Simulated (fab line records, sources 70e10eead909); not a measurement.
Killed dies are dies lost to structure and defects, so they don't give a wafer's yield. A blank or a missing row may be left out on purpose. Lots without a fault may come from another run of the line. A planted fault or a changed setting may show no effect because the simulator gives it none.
Chamber matching | flow nand_harc | NHARC_A_BONDPAD_CMP_29 on cmp-01: 4 sister chambers
The step polishes SiCN, target thk 200 nm. 14 wafers are shown with their chamber, then 7 later ones without.

WAFERS WITH THEIR CHAMBER
wafer  | chamber | motor_current_A (A) | slurry_filter_dp_kPa (kPa)
L913.1 | 0       | 12.4                | 13.36
L913.3 | 1       | 11.2                | 13.69
L913.6 | 2       | 12.6                | 13.33
L916.2 | 3       | 11.2                | 13.65
L916.3 | 2       | 12.6                | 13.47
L916.5 | 0       | 11.9                | 13.41
L912.1 | 2       | 13.3                | 13.88
L912.2 | 3       | 11.1                | 13.34
L912.5 | 3       | 10.9                | 13.44
L917.3 | 2       | 12.5                | 13.43
L917.4 | 0       | 11.8                | 13.47
L917.5 | 2       | 12.7                | 13.55
L922.1 | 1       | 10.9                | 13.38
L922.2 | 3       | 11.0                | 13.45

SIGNATURES (means of the wafers above)
reading              | chamber 0 | chamber 1 | chamber 2 | chamber 3 | scatter within a chamber
motor_current_A      | 12.033    | 11.050    | 12.740    | 11.050    | 0.267
slurry_filter_dp_kPa | 13.4133   | 13.5350   | 13.5320   | 13.4700   | 0.168
Rule: a wafer's distance from a chamber is the root of the sum, over the readings, of the square of ((its reading less the chamber's mean) divided by the reading's scatter). The wafer belongs to the nearest chamber; if the next one is less than 2 further off, it can't be placed. The scatter: the root of (the sum of the squares of (reading less its chamber's mean) over the shown wafers, divided by (wafers less chambers)).

WAFERS WITHOUT THEIR CHAMBER
wafer  | motor_current_A (A) | slurry_filter_dp_kPa (kPa)
L922.3 | 11.6                | 13.58
L930.3 | 11.3                | 13.35
L930.4 | 11.0                | 13.73
L930.5 | 11.0                | 13.40
L935.3 | 13.2                | 13.89
L935.5 | 11.1                | 13.42
L935.6 | 11.3                | 13.51

WHICH CHAMBER EACH WENT THROUGH
wafer  | from the rows above          | in truth
L922.3 | can't be placed: 0 or 1 or 3 | 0
L930.3 | can't be placed: 3 or 1 or 0 | 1
L930.4 | can't be placed: 1 or 3      | 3
L930.5 | can't be placed: 3 or 1      | 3
L935.3 | 2                            | 2
L935.5 | can't be placed: 3 or 1      | 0
L935.6 | can't be placed: 1 or 3 or 0 | 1
Placed correctly: 1 of 7. Can't be placed from these rows: 6 (the true chamber is among the candidates in 5). Placed wrongly: 0.
